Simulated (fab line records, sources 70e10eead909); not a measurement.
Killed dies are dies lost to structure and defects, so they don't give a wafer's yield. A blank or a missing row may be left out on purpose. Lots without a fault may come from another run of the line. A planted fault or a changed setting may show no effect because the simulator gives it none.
Problem report in the 8D (eight disciplines) form, filled by code | flow nand_harc | the parts of the form that need people (team, actions taken, sign-off) are left out

1. THE PROBLEM
killed_at_periphery at NHARC_END_SORT_01 reads a mean of 87.8 on 6 wafers of 2 lots; wafers without a fault read 3.9 with a standard deviation of 2.6. That is +32 standard deviations from the usual mean.
First seen on wafer L115.1, day 22 00:07, on prober-01. The record holds 6 wafers of 2 lots with a number at this step. Rule for "out", or "out of limits": more than 4 standard deviations from the usual mean. The other wafers with a number count as sound.

2. WHAT IT IS AND WHAT IT IS NOT
question                    | is                                                                                                                  | is not
which readings at this step | killed_at_periphery, defect_limited_yield, killed_dies, sort_bin_2_pct, sort_bin_3_pct, sort_n_pass, sort_yield_pct | killed_at_array, killed_open, killed_short
which lots                  | L114, L115                                                                                                          | -
which wafers of those lots  | all that have a number                                                                                              | -
read on which gauges        | prober-01, prober-02                                                                                                | -
when                        | from day 22 00:07                                                                                                   | up to then (0 sound wafers)

3. SUSPECTS, AND WHAT RULES EACH OUT
Counting: a tool at a process step up to the reading stays a suspect if it ran every lot that is out and no sound lot after the first of them.
- the gauge at NHARC_END_SORT_01: ruled out. The wafers that are out were read on 2 gauges (prober-01, prober-02).
- pvd_sputter-03 at NHARC_P_M2_DEGAS_29 (time 60 s): kept. It ran every lot that is out, first L115 (day 9 12:09), and no sound lot after that.
- pvd_sputter-03 at NHARC_P_M2_PVD_20 (deposits TaN, target thk 5 nm, time 8.06 s): kept. It ran every lot that is out, first L115 (day 9 12:16), and no sound lot after that.
Left after counting: pvd_sputter-03 at NHARC_P_M2_DEGAS_29, pvd_sputter-03 at NHARC_P_M2_PVD_20.

4. THE CAUSE (what the simulator had put in)
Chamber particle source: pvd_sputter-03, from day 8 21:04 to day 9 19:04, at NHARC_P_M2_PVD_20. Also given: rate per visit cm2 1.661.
Counting left 2 suspects, and this tool is among them.

5. THE CHAIN OF EFFECTS, in route order
Each row: a reading whose mean over the struck wafers that have a number lies more than 3 standard deviations from the usual. Only readings for which the record gives a usual standard deviation are gone through. hours: the time from each lot's start at the first step in this table that gives one to its start at this step, as a median over the lots. sigmas: the change in usual standard deviations.
hours | step              | reading              | usual  | on struck wafers | change | sigmas
0     | NHARC_END_SORT_01 | defect_limited_yield | 95.5 % | 84.0             | -11.5  | -8.2
0     | NHARC_END_SORT_01 | killed_at_periphery  | 3.9    | 87.8             | +83.9  | +32
0     | NHARC_END_SORT_01 | killed_dies          | 31     | 108              | +77    | +8.0
0     | NHARC_END_SORT_01 | sort_bin_2_pct       | 1.4 %  | 5.9              | +4.5   | +7.5
0     | NHARC_END_SORT_01 | sort_bin_3_pct       | 0.23 % | 4.50             | +4.27  | +21
0     | NHARC_END_SORT_01 | sort_n_pass          | 646    | 569              | -77    | -8.0
0     | NHARC_END_SORT_01 | sort_rim_yield_pct   | 95.7 % | 83.6             | -12.1  | -4.6
0     | NHARC_END_SORT_01 | sort_yield_pct       | 95.5 % | 84.0             | -11.5  | -8.2

6. WHAT WOULD HAVE CAUGHT IT SOONER
In this record the first reading out of limits at a measuring or inspecting step was taken at day 22 00:07, 315 hours after the fault began at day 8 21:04.
Of the tool readings at NHARC_P_M2_PVD_20 for which the record gives a usual standard deviation, none was out on any struck wafer, so an alarm limit of 4 standard deviations on them would not have fired.
All the lots that are out (2) had begun NHARC_P_M2_PVD_20 on pvd_sputter-03 by day 22 00:07. A hold on the tool at that time would have spared none of them.
